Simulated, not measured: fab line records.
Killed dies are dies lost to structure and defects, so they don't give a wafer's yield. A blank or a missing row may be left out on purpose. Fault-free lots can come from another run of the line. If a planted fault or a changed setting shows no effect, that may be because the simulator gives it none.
A lot that was struck, set against a sound lot :: flow nandHarc :: 14 out of 1302 route steps
Sound: the wafers L174.1, L174.3, L174.6. The struck wafers were L172.2, L172.4, L172.6. The cause is given at the end.
Per side, at each step with rows, come the tool, then ch with its chambers, and then its first start. Under that, the readings that differ: sound wafers :: struck wafers :: difference of the means :: sigmas: that difference in standard deviations of wafers without a fault.
alike: same words and numbers on both sides, and readings whose means sit less than 2 such deviations apart. not compared: any withheld reading, any reading some wafer has no value for, any bound like >300 that may hide the same value, and any number with overlapping values for which the record gives no deviation.
A row with sigmas, a row that says differs or no value, or rows on one side alone: a step with any of these is where the two part. Non-overlapping numbers with no deviation appear without sigmas and do not part them. Lack of a reading on every wafer of one side parts them only where that side has two or more wafers.

NHARC_P_M1_CMP_23: polishes, t overpolish 20 s, target thk 157.82 nm.
  sound on cmp-03 ch 0,1,3, day 15 00:05; struck on cmp-02 ch 0,1,2, day 14 05:49
reading: timeToEndpointS (s)
sound: 25.7 24.8 20.7
struck: 29.9 35.4 30.4
difference: +8.2
sigmas: +3
  alike: motorCurrentA
NHARC_P_M1_THK_MEAS_24: measures by xrf.
  sound: filmMetro-01 at day 15 00:20; struck: filmMetro-02 at day 14 06:08
  alike: thkNm
next, for these wafers, 1 step has no rows: NHARC_P_M1_SRD_25.
NHARC_P_M1_INSPECT_27:
  sound: defectInspect-02 at day 15 00:30; struck: defectInspect-02 at day 14 06:17
  alike: rawDefectCount
NHARC_P_M1_PRE_CLEAN_32: time 12 s.
  sound on pecvd-01 ch 1,2, day 15 00:34; struck on pecvd-03 ch 0,2, day 14 06:22
  alike: heaterPowerOuterW, heaterPowerW
NHARC_P_M1_DEP_33: deposits SiCN, target thk 30 nm.
  sound on pecvd-01 ch 1,2, day 15 00:38; struck on pecvd-03 ch 0,2, day 14 06:28
  alike: heaterPowerOuterW, heaterPowerW
then, 5 steps without rows for these wafers: NHARC_P_M2_DEP_00 (deposits SiOC, target thk 182.5 nm); NHARC_P_M2_DEHYDRATE_01 (time 120 s); NHARC_P_M2_HMDS_02 (time 30 s); NHARC_P_M2_COAT_34 (time 65 s); NHARC_P_M2_COAT_03 (resist thk 90 nm).
NHARC_P_M2_SOFTBAKE_04: time 55 s.
  sound on lithoTrack-04 ch 0, day 15 01:00; struck on lithoTrack-06 ch 0, day 14 07:00
reading: heaterPowerTotalW (W)
sound: 188.30 188.75 188.47
struck: 323.06 323.10 323.09
difference: +134.58
sigmas: +99 or more
next, for these wafers, 1 step has no rows: NHARC_P_M2_EBR_05.
-- jump in the record: it breaks off in module P_M2 and resumes in module END (first step shown: number 1302 of the route), and 18 days separate the struck wafers' starts before and after --
NHARC_END_SORT_01:
  only the struck wafers appear in the record here, on prober-01 ch 0 at day 32 08:56; the sound ones have no rows

== WHERE THEY PART ==
At NHARC_P_M1_CMP_23 first; at NHARC_END_SORT_01 last (within this record only).

WHY: the cause the simulator had injected
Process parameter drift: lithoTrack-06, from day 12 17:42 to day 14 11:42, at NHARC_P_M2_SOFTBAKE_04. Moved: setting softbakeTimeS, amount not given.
